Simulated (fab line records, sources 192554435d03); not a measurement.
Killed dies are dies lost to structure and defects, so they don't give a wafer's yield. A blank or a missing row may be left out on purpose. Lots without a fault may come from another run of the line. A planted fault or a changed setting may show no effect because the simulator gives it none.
Chamber matching | flow n5_finfet | N5_BEOL_M11_PECVD_70 on pecvd-02: 3 sister chambers
The step deposits SiO2 from TEOS/O2, target thk 20 nm, time 22.7 s. 3 wafers are shown with their chamber, then 10 later ones without.

WAFERS WITH THEIR CHAMBER
wafer  | chamber | throttle_valve_pct (%)
L085.5 | 0       | 24.4
L091.1 | 1       | 22.1
L091.3 | 2       | 21.7

WAFERS WITHOUT THEIR CHAMBER
wafer  | throttle_valve_pct (%)
L091.5 | 21.7
L093.1 | 24.3
L093.3 | 21.8
L093.4 | 22.2
L095.2 | 21.9
L095.3 | 22.3
L095.5 | 24.3
L094.1 | 21.9
L094.5 | 24.2
L094.6 | 22.0

WHICH CHAMBER EACH WENT THROUGH
wafer  | from the rows above     | in truth
L091.5 | 2                       | 2
L093.1 | 0                       | 0
L093.3 | can't be placed: 2 or 1 | 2
L093.4 | 1                       | 1
L095.2 | can't be placed: 2 or 1 | 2
L095.3 | 1                       | 1
L095.5 | 0                       | 0
L094.1 | can't be placed: 2 or 1 | 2
L094.5 | 0                       | 0
L094.6 | can't be placed: 1 or 2 | 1
Placed correctly: 6 of 10. Can't be placed from these rows: 4 (the true chamber is among the candidates in 4). Placed wrongly: 0.
How it was worked out, from the rows above alone: a wafer's distance from a chamber is the root of the sum, over the readings, of the square of ((its reading less the chamber's mean) divided by the reading's scatter). The wafer belongs to the nearest chamber; if the next one is less than 2 further off, it can't be placed. A chamber's mean is the mean of its shown wafers. The scatter: with one shown wafer a chamber, the root of the mean of the squares of how far each hidden wafer lies from its nearest shown one.
